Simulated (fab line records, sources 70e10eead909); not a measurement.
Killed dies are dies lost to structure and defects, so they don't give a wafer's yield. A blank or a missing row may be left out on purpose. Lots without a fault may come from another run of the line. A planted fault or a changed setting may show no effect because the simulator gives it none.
Chamber matching | flow nand_harc | NHARC_A_CHANNEL_FILL_D2_ALD_02 on ald_hk-04: 4 sister chambers
The step deposits SiO2, target thk 6 nm, pulse time 10 s, ald cycles 60. 14 wafers are shown with their chamber, then 7 later ones without.

WAFERS WITH THEIR CHAMBER
wafer  | chamber | heater_power_w (W) | precursor_pulse_height_rel
L074.4 | 3       | 502                | 0.979
L074.5 | 2       | 501                | 0.995
L074.6 | 3       | 492                | 0.971
L077.1 | 2       | 509                | 0.984
L077.2 | 0       | 428                | 1.009
L077.3 | 3       | 505                | 1.035
L086.3 | 3       | 493                | 0.993
L086.4 | 1       | 482                | 0.978
L086.6 | 1       | 505                | 1.003
L088.2 | 1       | 461                | 0.984
L088.4 | 0       | 410                | 0.967
L088.5 | 3       | 474                | 0.998
L090.3 | 0       | 421                | 1.036
L090.4 | 1       | 462                | 1.013

SIGNATURES (means of the wafers above)
reading                    | chamber 0 | chamber 1 | chamber 2 | chamber 3 | scatter within a chamber
heater_power_w             | 419.67    | 477.50    | 505.00    | 493.20    | 14.4
precursor_pulse_height_rel | 1.00400   | 0.99450   | 0.98950   | 0.99520   | 0.0239
Rule: a wafer's distance from a chamber is the root of the sum, over the readings, of the square of ((its reading less the chamber's mean) divided by the reading's scatter). The wafer belongs to the nearest chamber; if the next one is less than 2 further off, it can't be placed. The scatter: the root of (the sum of the squares of (reading less its chamber's mean) over the shown wafers, divided by (wafers less chambers)).

WAFERS WITHOUT THEIR CHAMBER
wafer  | heater_power_w (W) | precursor_pulse_height_rel
L090.6 | 472                | 1.044
L095.2 | 478                | 1.013
L095.4 | 476                | 0.991
L095.6 | 479                | 1.009
L097.2 | 476                | 1.009
L097.4 | 424                | 1.011
L097.6 | 488                | 0.986

WHICH CHAMBER EACH WENT THROUGH
wafer  | from the rows above               | in truth
L090.6 | can't be placed: 1 or 3 or 2 or 0 | 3
L095.2 | can't be placed: 1 or 3 or 2      | 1
L095.4 | can't be placed: 1 or 3 or 2      | 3
L095.6 | can't be placed: 1 or 3 or 2      | 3
L097.2 | can't be placed: 1 or 3 or 2      | 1
L097.4 | 0                                 | 0
L097.6 | can't be placed: 3 or 1 or 2      | 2
Placed correctly: 1 of 7. Can't be placed from these rows: 6 (the true chamber is among the candidates in 6). Placed wrongly: 0.
